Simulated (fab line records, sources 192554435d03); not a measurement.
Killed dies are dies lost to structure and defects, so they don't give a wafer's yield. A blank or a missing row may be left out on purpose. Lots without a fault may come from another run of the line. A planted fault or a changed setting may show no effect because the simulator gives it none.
Split-lot experiment | flow n5_finfet | 7 lots, 21 wafers read, on a route of 1938 steps

THE SPLIT
At N5_SD_EPI_N_COAT_33 (time 60 s, resist thk 35 nm), the setting spin_rpm was moved away from the recipe's 1500 rpm on 9 of the 21 wafers read, by -4.5% to +6.7%. The other wafers ran this setting at the recipe's value.

FROM THE SPLIT TO THE READING: what the file shows between them, 1 step
- N5_SD_EPI_N_DESCUM_14: chemistry O2, time 7.9 s (also split here: time_s)

THE READING
etch.depth_nm (the simulator's own value, which no gauge read), in nm, at N5_SD_EPI_N_ETCH_34 (etches SiARC in CF4, target depth 45.5 nm, time 75.8 s). The file gives no usual value for it. The 12 wafers here that ran the recipe average 35.12 nm, standard deviation 0.078 nm.

wafer  | tool, chamber at the split | spin_rpm as run, rpm | against the recipe | etch.depth_nm, nm | against lot-mates on the recipe
L076.2 | litho_track-02, 0          | 1545                 | +3.0%              | 34.63             | -0.53
L076.4 | litho_track-02, 0          | 1500                 | recipe             | 35.2              | -
L076.6 | litho_track-02, 0          | 1500                 | recipe             | 35.12             | -
L082.1 | litho_track-02, 0          | 1433                 | -4.5%              | 35.99             | no lot-mate on the recipe
L082.2 | litho_track-02, 0          | 1433                 | -4.5%              | 35.85             | no lot-mate on the recipe
L082.4 | litho_track-02, 0          | 1433                 | -4.5%              | 35.91             | no lot-mate on the recipe
L085.2 | litho_track-01, 0          | 1500                 | recipe             | 35.21             | -
L085.3 | litho_track-01, 0          | 1500                 | recipe             | 35.21             | -
L085.5 | litho_track-01, 0          | 1500                 | recipe             | 35.1              | -
L090.1 | litho_track-03, 0          | 1601                 | +6.7%              | 34.05             | no lot-mate on the recipe
L090.2 | litho_track-03, 0          | 1601                 | +6.7%              | 34.06             | no lot-mate on the recipe
L090.6 | litho_track-03, 0          | 1601                 | +6.7%              | 33.89             | no lot-mate on the recipe
L091.1 | litho_track-03, 0          | 1439                 | -4.1%              | 35.9              | +0.74
L091.4 | litho_track-03, 0          | 1439                 | -4.1%              | 35.86             | +0.70
L091.5 | litho_track-03, 0          | 1500                 | recipe             | 35.16             | -
L095.4 | litho_track-02, 0          | 1500                 | recipe             | 35                | -
L095.5 | litho_track-02, 0          | 1500                 | recipe             | 34.95             | -
L095.6 | litho_track-02, 0          | 1500                 | recipe             | 35.08             | -
L096.3 | litho_track-03, 0          | 1500                 | recipe             | 35.09             | -
L096.5 | litho_track-03, 0          | 1500                 | recipe             | 35.16             | -
L096.6 | litho_track-03, 0          | 1500                 | recipe             | 35.16             | -

THE FIT
A straight line over all 21 wafers: etch.depth_nm changes by -0.172 nm for each +1% of spin_rpm; r = -0.99; the points scatter about the line by 0.077 nm.
The same after taking each lot's own level away (the mean of its wafers on the recipe; 15 wafers): -0.177 nm for each +1%; r = -0.99; scatter 0.043 nm.
On that fit, the largest move of spin_rpm shifts the reading by 1.2 nm.
The lots' own levels span 35.010 to 35.173 nm, that is 2.1 times the standard deviation above.
So the lot-to-lot level changes the slope little: the two slopes agree.
Check: with one of the wafers moved furthest among these (-4.1%) left out of the fit, the line predicts +0.706 nm for it against its lot-mates. It came out at +0.74 nm against them.

OTHER SPLITS ON THESE WAFERS
These wafers also went through other splits before the reading. Each is held against what the fit with the lots' levels taken away leaves over:
other split on the same wafers  | wafers away from the commonest value | r with etch.depth_nm (lot level and that fit taken away)
N5_ZERO_LAYER_ETCH_18 icp_w     | 3                                    | -0.05
N5_WELL_APT_EXPOSE_05 dose_mj   | 7                                    | -0.16
N5_DUMMY_GATE_COAT_28 spin_rpm  | 8                                    | -0.47
N5_DUMMY_GATE_EXPOSE_12 dose_mj | 7                                    | -0.28
N5_SD_EPI_N_DESCUM_14 time_s    | 5                                    | +0.07

THE WHOLE CHAIN: every reading that the file lists as answering this split, in the file's order
step                | what it does                                           | reading                                                                           | change (the file's fit)               | r (the file's)
N5_SD_EPI_N_COAT_33 | time 60 s, resist thk 35 nm                            | SiARC_of_SD_EPI_N_COAT_33.thk_nm (the simulator's own value, which no gauge read) | -0.166 nm for each +1% of the setting | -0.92
N5_SD_EPI_N_ETCH_34 | etches SiARC in CF4, target depth 45.5 nm, time 75.8 s | etch.depth_nm (the simulator's own value, which no gauge read)                    | -0.176 nm for each +1% of the setting | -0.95

THE FILE'S OWN FIT
etch.depth_nm changes by -0.176 nm for each +1% of spin_rpm, r = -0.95.
